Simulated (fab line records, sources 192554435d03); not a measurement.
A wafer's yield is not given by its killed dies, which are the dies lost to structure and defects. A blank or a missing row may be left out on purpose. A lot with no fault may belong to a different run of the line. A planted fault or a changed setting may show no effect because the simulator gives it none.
fab line records + flow n5-finfet
record
- lots=6
- wafers=18
- last-day=17
route steps=1938 shown BEOL_M5@1167 PASSIVATION@1936
lots that met no fault: taken from a fault-free run of the same line
start-h: hours from the record's opening day to when the first of the lot's shown wafers began + wait-h: hours since the lot's step before + " as in the row above + L1.1+2: one row covering several wafers at once + - no value, or no start was given + * or withheld: withheld + < > ~ a bound
route shown NAME@n: names a module that has steps shown in the file, with the first one's number in the route + usual: mean and standard deviation over wafers with no fault + same: alike in all rows + chamber/n: place in a boat + sites: readings site by site + _std_site: the standard deviation of these + _edge_site: outer sites' mean less inner sites' + radius-mm: for every site, how far away it sits from the centre of the wafer + mask NAME#n: copy n + behind: tool/chamber where the wafer was last shaped + hold: the reason the lot was held/the length of the hold in hours/how it ended + device: whichever transistor did not switch (one of n, p or np) + end of line: the same wafers' tests at the end of the route + a step given without rows: its recipe and nothing more + killed: the dies lost at the first sort to structure and to defects; this is not the yield of the wafer + map: per-die view of a wafer (x killed, . not killed, _ where there is no die)
set.NAME: the setting as run; set.NAME@STEP: as run at that earlier step + model.NAME: the simulator's own value behind a step, which no gauge read
certain route steps with their lots: each step a table, each wafer a row
services: a tool's chamber out of use, with start hour (start-h, from the record's first day; less than 0 if before it), hours out, and reason
## steps
# step N5_BEOL_M5_SRD_43
# recipe
- time-s=30
- temp-c=23
- rinse-liquid=diw
- dry=ipa-marangoni
# step N5_BEOL_M5_CD_MEAS_35
# recipe
- target-cd-nm=28
- target-cd-y-nm=24
- polarity=opening
# usual
- cd-nm=27.8/0.35
| lot.wafer | tool      | chamber | start-h | wait-h | cd-nm |
|-----------|-----------|---------|---------|--------|-------|
| L327.3    | cd-sem-01 | -       | 175.43  | 0.0    | 27.7  |
| L327.4    | "         | -       | "       | "      | 27.4  |
| L327.6    | "         | -       | "       | "      | 28.0  |
| L342.1    | cd-sem-01 | -       | 283.48  | 0.0    | 27.6  |
| L342.2    | "         | -       | "       | "      | 27.9  |
| L342.6    | "         | -       | "       | "      | 27.5  |
| L346.1    | cd-sem-03 | -       | 289.01  | 0.0    | 28.4  |
| L346.2    | "         | -       | "       | "      | 28.0  |
| L346.6    | "         | -       | "       | "      | 27.4  |
| L347.1    | cd-sem-01 | -       | 303.82  | 0.0    | 27.5  |
| L347.4    | "         | -       | "       | "      | 27.5  |
| L347.6    | "         | -       | "       | "      | 27.9  |
| L348.1    | cd-sem-02 | -       | 309.34  | 0.0    | 27.7  |
| L348.2    | "         | -       | "       | "      | 27.1  |
| L348.5    | "         | -       | "       | "      | 28.1  |
| L349.1    | cd-sem-03 | -       | 312.43  | 0.0    | 27.3  |
| L349.2    | "         | -       | "       | "      | 27.6  |
| L349.4    | "         | -       | "       | "      | 27.8  |
# step N5_BEOL_M5_CURE_80
# recipe
- temp-c=370
- time-s=120
- ambient=DMADMS/He
- material=SiCOH_lowk
# step N5_BEOL_M5_DEGAS_44
# recipe
- ambient=vacuum
- temp-c=250
- time-s=60
# usual
- heater-power-w=333/34
| lot.wafer | tool           | chamber | start-h | wait-h | heater-power-w |
|-----------|----------------|---------|---------|--------|----------------|
| L327.3    | pvd-sputter-01 | -       | 175.90  | 0.3    | 313            |
| L327.4    | "              | -       | "       | "      | 352            |
| L327.6    | "              | -       | "       | "      | 284            |
| L342.1    | pvd-sputter-03 | -       | 284.01  | 0.4    | 336            |
| L342.2    | "              | -       | "       | "      | 328            |
| L342.6    | "              | -       | "       | "      | 321            |
| L346.1    | pvd-sputter-01 | -       | 289.61  | 0.4    | 309            |
| L346.2    | "              | -       | "       | "      | 279            |
| L346.6    | "              | -       | "       | "      | 306            |
| L347.1    | pvd-sputter-03 | -       | 304.30  | 0.3    | 320            |
| L347.4    | "              | -       | "       | "      | 348            |
| L347.6    | "              | -       | "       | "      | 342            |
| L348.1    | pvd-sputter-02 | -       | 309.82  | 0.4    | 283            |
| L348.2    | "              | -       | "       | "      | 284            |
| L348.5    | "              | -       | "       | "      | 290            |
| L349.1    | pvd-sputter-01 | -       | 312.98  | 0.5    | 356            |
| L349.2    | "              | -       | "       | "      | 393            |
| L349.4    | "              | -       | "       | "      | 283            |
# step N5_BEOL_M5_PRE_CLEAN_45
# recipe
- gas=H2/He
- time-s=30
- temp-c=250
# step N5_BEOL_M5_ALD_86
# recipe
- material=TaN
- target-thk-a=*
- temp-c=275
- ald-precursor-family=PDMAT
- ald-co-reactant=NH3
- pressure-torr=3
- carrier-flow-sccm=1500
- pulse-time-s=2
- purge-time-s=3
- co-reactant-purge-time-s=2
- co-reactant-pulse-time-s=3
- ald-cycles=30
- precursor-vessel-temp-c=75
- precursor-vessel-pressure-torr=26.25
- precursor-vessel-carrier-sccm=1000
# step N5_BEOL_M5_SURFACE_TREAT_87
# recipe
- gas=Ar
- time-s=*
- ion-energy-ev=*
- ion-current-ma-cm2=0.5
- pressure-mtorr=*
- ar-flow-sccm=30
# step N5_BEOL_M5_CVD_47
# recipe
- material=Co
- target-thk-a=30
- temp-c=withheld
- precursor=CCTBA/H2
- pressure-torr=30
- time-s=216
# step N5_BEOL_M5_SPUTTER_48
# recipe
- material=Cu
- target-thk-a=150
- temp-c=-20
- chamber-pressure-pa=0.07
- power-w=withheld
- time-s=27.62
# step N5_BEOL_M5_ANNEAL_49
# recipe
- temp-c=400
- time-s=1800
- ambient=vacuum
# usual
- heater-power-w=818/89
| lot.wafer | tool           | chamber | start-h | wait-h | heater-power-w |
|-----------|----------------|---------|---------|--------|----------------|
| L327.3    | pvd-sputter-02 | -       | 176.73  | 0.0    | 760            |
| L327.4    | "              | -       | "       | "      | 707            |
| L327.6    | "              | -       | "       | "      | 852            |
| L342.1    | pvd-sputter-01 | -       | 285.03  | 0.0    | 875            |
| L342.2    | "              | -       | "       | "      | 992            |
| L342.6    | "              | -       | "       | "      | 746            |
| L346.1    | pvd-sputter-01 | -       | 290.51  | 0.0    | 976            |
| L346.2    | "              | -       | "       | "      | 704            |
| L346.6    | "              | -       | "       | "      | 781            |
| L347.1    | pvd-sputter-03 | -       | 305.09  | 0.0    | 945            |
| L347.4    | "              | -       | "       | "      | 804            |
| L347.6    | "              | -       | "       | "      | 865            |
| L348.1    | pvd-sputter-02 | -       | 310.96  | 0.0    | 742            |
| L348.2    | "              | -       | "       | "      | 723            |
| L348.5    | "              | -       | "       | "      | 704            |
| L349.1    | pvd-sputter-01 | -       | 313.78  | 0.0    | 694            |
| L349.2    | "              | -       | "       | "      | 757            |
| L349.4    | "              | -       | "       | "      | 862            |
# step N5_BEOL_M5_SPUTTER_81
# recipe
- material=Cu
- target-thk-a=150
- temp-c=-20
- chamber-pressure-pa=0.07
- power-w=withheld
- time-s=27.62
# usual
- chamber-pressure-pa=0.07001/0.00014
- chuck-gas-flow-sccm=1.26/0.048
- throttle-valve-pct=30.3/0.92
| lot.wafer | tool           | chamber | start-h | wait-h | chamber-pressure-pa | chuck-gas-flow-sccm | throttle-valve-pct |
|-----------|----------------|---------|---------|--------|---------------------|---------------------|--------------------|
| L327.3    | pvd-sputter-02 | -       | 177.74  | 0.5    | 0.06991             | 1.25                | 30.2               |
| L327.4    | "              | -       | "       | "      | 0.06993             | 1.14                | 29.4               |
| L327.6    | "              | -       | "       | "      | 0.07005             | 1.23                | 29.1               |
| L342.1    | pvd-sputter-01 | -       | 286.03  | 0.5    | 0.07017             | 1.22                | 31.8               |
| L342.2    | "              | -       | "       | "      | 0.06993             | 1.24                | 29.6               |
| L342.6    | "              | -       | "       | "      | 0.07027             | 1.23                | 30.6               |
| L346.1    | pvd-sputter-01 | -       | 291.52  | 0.5    | 0.06989             | 1.25                | 29.3               |
| L346.2    | "              | -       | "       | "      | 0.06993             | 1.32                | 30.9               |
| L346.6    | "              | -       | "       | "      | 0.07017             | 1.23                | 30.4               |
| L347.1    | pvd-sputter-03 | -       | 306.10  | 0.5    | 0.06984             | 1.36                | 31.7               |
| L347.4    | "              | -       | "       | "      | 0.06985             | 1.29                | 30.2               |
| L347.6    | "              | -       | "       | "      | 0.0698              | 1.26                | 29.4               |
| L348.1    | pvd-sputter-02 | -       | 311.97  | 0.5    | 0.06989             | 1.38                | 30.5               |
| L348.2    | "              | -       | "       | "      | 0.0701              | 1.29                | 29.1               |
| L348.5    | "              | -       | "       | "      | 0.07009             | 1.23                | 29.5               |
| L349.1    | pvd-sputter-01 | -       | 314.79  | 0.5    | 0.07032             | 1.30                | 30.8               |
| L349.2    | "              | -       | "       | "      | 0.07011             | 1.31                | 30.3               |
| L349.4    | "              | -       | "       | "      | 0.07                | 1.28                | 31.6               |
# step N5_BEOL_M5_ANNEAL_82
# recipe
- temp-c=400
- time-s=1800
- ambient=vacuum
# usual
- heater-power-w=819/87
| lot.wafer | tool           | chamber | start-h | wait-h | heater-power-w |
|-----------|----------------|---------|---------|--------|----------------|
| L327.3    | pvd-sputter-02 | -       | 177.82  | 0.0    | 812            |
| L327.4    | "              | -       | "       | "      | 727            |
| L327.6    | "              | -       | "       | "      | 847            |
| L342.1    | pvd-sputter-01 | -       | 286.11  | 0.0    | 869            |
| L342.2    | "              | -       | "       | "      | 973            |
| L342.6    | "              | -       | "       | "      | 777            |
| L346.1    | pvd-sputter-01 | -       | 291.60  | 0.0    | 986            |
| L346.2    | "              | -       | "       | "      | 699            |
| L346.6    | "              | -       | "       | "      | 752            |
| L347.1    | pvd-sputter-03 | -       | 306.18  | 0.0    | 930            |
| L347.4    | "              | -       | "       | "      | 802            |
| L347.6    | "              | -       | "       | "      | 893            |
| L348.1    | pvd-sputter-02 | -       | 312.05  | 0.0    | 772            |
| L348.2    | "              | -       | "       | "      | 700            |
| L348.5    | "              | -       | "       | "      | 693            |
| L349.1    | pvd-sputter-01 | -       | 314.87  | 0.0    | 696            |
| L349.2    | "              | -       | "       | "      | 769            |
| L349.4    | "              | -       | "       | "      | 878            |
# step N5_BEOL_M5_SPUTTER_83
# recipe
- material=Cu
- target-thk-a=150
- temp-c=-20
- chamber-pressure-pa=0.07
- power-w=withheld
- time-s=27.62
# usual
- chamber-pressure-pa=0.06999/0.00013
- chuck-gas-flow-sccm=1.26/0.054
- throttle-valve-pct=30.3/0.89
| lot.wafer | tool           | chamber | start-h | wait-h | chamber-pressure-pa | chuck-gas-flow-sccm | throttle-valve-pct |
|-----------|----------------|---------|---------|--------|---------------------|---------------------|--------------------|
| L327.3    | pvd-sputter-02 | -       | 178.83  | 0.5    | 0.06997             | 1.30                | 30.4               |
| L327.4    | "              | -       | "       | "      | 0.07034             | 1.19                | 29.5               |
| L327.6    | "              | -       | "       | "      | 0.07007             | 1.22                | 29.0               |
| L342.1    | pvd-sputter-01 | -       | 287.12  | 0.5    | -                   | -                   | -                  |
| L342.2    | "              | -       | "       | "      | -                   | -                   | -                  |
| L342.6    | "              | -       | "       | "      | -                   | -                   | -                  |
| L346.1    | pvd-sputter-01 | -       | 292.61  | 0.5    | -                   | -                   | -                  |
| L346.2    | "              | -       | "       | "      | -                   | -                   | -                  |
| L346.6    | "              | -       | "       | "      | -                   | -                   | -                  |
| L347.1    | pvd-sputter-03 | -       | 307.19  | 0.5    | 0.07002             | 1.31                | 31.9               |
| L347.4    | "              | -       | "       | "      | 0.06997             | 1.19                | 30.1               |
| L347.6    | "              | -       | "       | "      | 0.07011             | 1.34                | 29.4               |
| L348.1    | pvd-sputter-02 | -       | 313.06  | 0.5    | 0.07002             | 1.16                | 30.1               |
| L348.2    | "              | -       | "       | "      | 0.06985             | 1.29                | 29.3               |
| L348.5    | "              | -       | "       | "      | 0.06994             | 1.16                | 29.6               |
| L349.1    | pvd-sputter-01 | -       | 315.88  | 0.5    | 0.0701              | 1.37                | 31.0               |
| L349.2    | "              | -       | "       | "      | 0.06996             | 1.13                | 30.6               |
| L349.4    | "              | -       | "       | "      | 0.07018             | 1.25                | 31.8               |
# step N5_BEOL_M5_ANNEAL_84
# recipe
- temp-c=400
- time-s=1800
- ambient=vacuum
# usual
- heater-power-w=819/88
| lot.wafer | tool           | chamber | start-h | wait-h | heater-power-w |
|-----------|----------------|---------|---------|--------|----------------|
| L327.3    | pvd-sputter-02 | -       | 178.91  | 0.0    | 761            |
| L327.4    | "              | -       | "       | "      | 705            |
| L327.6    | "              | -       | "       | "      | 812            |
| L342.1    | pvd-sputter-01 | -       | 287.20  | 0.0    | 870            |
| L342.2    | "              | -       | "       | "      | 995            |
| L342.6    | "              | -       | "       | "      | 764            |
| L346.1    | pvd-sputter-01 | -       | 292.69  | 0.0    | 979            |
| L346.2    | "              | -       | "       | "      | 705            |
| L346.6    | "              | -       | "       | "      | 776            |
| L347.1    | pvd-sputter-03 | -       | 307.27  | 0.0    | 922            |
| L347.4    | "              | -       | "       | "      | 815            |
| L347.6    | "              | -       | "       | "      | 880            |
| L348.1    | pvd-sputter-02 | -       | 313.14  | 0.0    | 768            |
| L348.2    | "              | -       | "       | "      | 695            |
| L348.5    | "              | -       | "       | "      | 713            |
| L349.1    | pvd-sputter-01 | -       | 315.96  | 0.0    | 704            |
| L349.2    | "              | -       | "       | "      | 797            |
| L349.4    | "              | -       | "       | "      | 872            |
# step N5_PASSIVATION_PROBE_49
# usual
- defect-limited-yield=91.2/1.5
- killed_at_M0_to_M3=36/10
- killed_at_M4_up=13/6
- killed-at-contacts=11/5.2
- killed-at-front-end=40/11
- killed-at-other=3.1/2.9
- killed-dies=104/17
- killed-open=66/12
- killed-short=34/7.7
- sort_bin_5_function=5.1/0.91
- sort_bin_6_memory=3.2/0.67
- sort-n-pass=1076/17
- sort-yield-pct=91.2/1.5
# same
- gross-dies=1180
- killed-at-back-side=0
- sort_bin_4_leakage[%]=0
- sort_bin_8_speed[%]=0
| lot.wafer | tool      | chamber | start-h | wait-h | defect-limited-yield[%] | killed_at_M0_to_M3 | killed_at_M4_up | killed-at-contacts | killed-at-front-end | killed-at-other | killed-dies | killed-open | killed-short | sort_bin_5_function[%] | sort_bin_6_memory[%] | sort-n-pass | sort-yield-pct[%] |
|-----------|-----------|---------|---------|--------|-------------------------|--------------------|-----------------|--------------------|---------------------|-----------------|-------------|-------------|--------------|------------------------|----------------------|-------------|-------------------|
| L342.1    | prober-01 | -       | 378.18  | 0.0    | 88.6                    | 61                 | 23              | 8                  | 38                  | 4               | 134         | 71          | 45           | 6.9                    | 4.4                  | 1046        | 88.6              |
| L342.2    | prober-01 | -       | 378.23  | 0.1    | 89.7                    | 34                 | 32              | 17                 | 38                  | 1               | 122         | 64          | 36           | 6.5                    | 3.5                  | 1058        | 89.7              |
| L342.6    | prober-01 | -       | 378.43  | 0.3    | 89.7                    | 45                 | 25              | 7                  | 41                  | 4               | 122         | 70          | 32           | 6.4                    | 3.4                  | 1058        | 89.7              |
| L346.1    | prober-02 | -       | 389.66  | 0.0    | 89.2                    | 23                 | 42              | 7                  | 47                  | 9               | 128         | 66          | 38           | 6.2                    | 4.4                  | 1052        | 89.2              |
| L346.2    | prober-02 | -       | 389.71  | 0.1    | 89.2                    | 18                 | 52              | 8                  | 45                  | 4               | 127         | 63          | 45           | 7.0                    | 3.4                  | 1053        | 89.2              |
| L346.6    | prober-02 | -       | 389.91  | 0.3    | 90.8                    | 13                 | 41              | 19                 | 32                  | 4               | 109         | 56          | 30           | 5.5                    | 3.4                  | 1071        | 90.8              |
# killed by level:class
L342.1 BEOL_M0_SAQP:geometric-particle:short=18 BEOL_M5:interface-void-opened=18 BEOL_M0_SAQP:geometric-particle:open=18 BEOL_M1:geometric-particle:open=12 FIN_SAQP:geometric-particle:open=8 DUMMY_GATE:geometric-particle:open=7 MOL_CONTACT_COAG:geometric-particle:open=7 FIN_SAQP:geometric-particle:short=5
L342.2 BEOL_M5:interface-void-opened=22 MOL_CONTACT_COAG:geometric-particle:open=12 FIN_SAQP:geometric-particle:open=11 BEOL_M0_SAQP:geometric-particle:short=11 FIN_SAQP:geometric-particle:short=9 BEOL_M0_SAQP:geometric-particle:open=6 BEOL_M3:geometric-particle:open=6 GATE_CUT:geometric-particle:open=5
L342.6 BEOL_M5:interface-void-opened=17 BEOL_M0_SAQP:geometric-particle:open=11 BEOL_M1:geometric-particle:open=10 FIN_SAQP:geometric-particle:short=9 FIN_SAQP:geometric-particle:open=7 DUMMY_GATE:geometric-particle:open=7 BEOL_M2:geometric-particle:open=7 BEOL_M0_SAQP:geometric-particle:short=6
L346.1 BEOL_M5:interface-void-opened=22 FIN_SAQP:geometric-particle:open=9 DUMMY_GATE:geometric-particle:open=7 BEOL_M2:geometric-particle:open=7 STI_FIN_REVEAL:geometric-particle:open=6 ILD0:geometric-particle:short=6 BEOL_M4:geometric-particle:open=6 BEOL_M0_SAQP:geometric-particle:open=5
L346.2 BEOL_M5:interface-void-opened=19 BEOL_M4:geometric-particle:open=11 FIN_SAQP:geometric-particle:short=8 STI_FIN_REVEAL:geometric-particle:short=7 BEOL_M2:geometric-particle:open=6 FIN_SAQP:geometric-particle:open=5 STI_FIN_REVEAL:geometric-particle:open=5 MOL_CONTACT_COAG:geometric-particle:open=5
L346.6 BEOL_M5:interface-void-opened=22 MOL_CONTACT_COAG:geometric-particle:open=16 FIN_SAQP:geometric-particle:open=7 ILD0:geometric-particle:short=6 ILD0:geometric-particle:open=5 BEOL_M4:geometric-particle:open=4 BEOL_M5:geometric-particle:short=4 BEOL_M6:geometric-particle:open=4
# map L342.1 (x killed, . not)
_________________............________________
______________x.......x..x......_____________
___________......x......x..........__________
__________.......x..............x..._________
________........x....xx....x......x..._______
_______................x...x...x.......______
______..x..x................x..x........_____
_____x..........x........x.x........x....____
____.......x.x.....x...............x......___
___........x............x.............x....__
___xx..........x..x.x........x............x__
__..x....x.x...x........x.....x...........x._
__..x....x...x..............x...x.x........._
_...........x...x..x....................x....
_x.x.x....x........x....x....................
_..........x....xx....x..................x...
_.........................x..................
_....x...............xx.........xx.x.........
_......x...x..x..x..........x...xx...x.....x.
_...x......................................x.
_.x......x.x.x.x......x..x..xx.............x.
__.........x....x.x........x....x..x........_
__...............x...............x.........._
___.............................x..x..xx...__
___x...x....x...........x........x...x...x.__
____..x.............x........x............___
_____......x.........x...............xx..____
______x...........x....................._____
_______......xx...x................x...______
________x.........x..................._______
__________x........x...............x_________
___________...........x............__________
______________.................._____________
_________________......x....x________________
# map L346.1 (x killed, . not)
_________________.........x..________________
______________.........xx...x..._____________
___________x.......x...........x...__________
__________..........x............xxx_________
________...............x.x..........x._______
_______..................x....x.x...x..______
______x............x.........x.........._____
_____...x...x.................xx.........____
____...............x...x..x............x..___
___..x.....x...x...................x.......__
___..x.....................................__
__...........x.................x............_
__.............xx...x...........xxx........._
_x..x......x............x.......x.x.........x
_....................x.......x......x........
_.........x.............x.......x.........x..
_........................x...................
_......x................x.......x.x...x......
_.x............x....x........................
_....xx..x..........x..........x.........xx..
_..x.............x..................xx.......
__...x...........x...x.....x..............x._
__.........x...........x...................._
___..........x..x.......x...x...xx.........__
___....x.x....x..........x.......x.........__
____..x.......xx.x.................xx.x...___
_____......x....x.....x.x..x..........x..____
______......x.....................x....._____
_______............x....x.x............______
________x.x..x.xx.....x.............x._______
__________.....x...............x...._________
___________...x........x...........__________
______________.........xx.x....._____________
_________________....x..x....________________
## services
| tool           | chamber | start-h | hours | kind   |
|----------------|---------|---------|-------|--------|
| pvd-sputter-03 | -       | 169.46  | 17.4  | repair |
| pvd-sputter-01 | -       | 265.60  | 4.9   | repair |
| pvd-sputter-02 | -       | 306.05  | 1.9   | repair |
## key
first-sign
- step=N5_BEOL_M5_SPUTTER_83
- reading=tool-record
- direction=missing
effect
- step=N5_PASSIVATION_PROBE_49
- reading=killed_at_M4_up
- direction=up
- sigmas=3.7
- usual=13
- struck=36
met-at N5_BEOL_M5_SPUTTER_83
struck-wafers L342.1,L342.2,L342.6,L346.1,L346.2,L346.6
fault
- kind=skipped-step-whole
- tool=pvd-sputter-01
- chamber=-
- onset-h=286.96
- steps=N5_BEOL_M5_SPUTTER_83
- scope=struck-lots-only
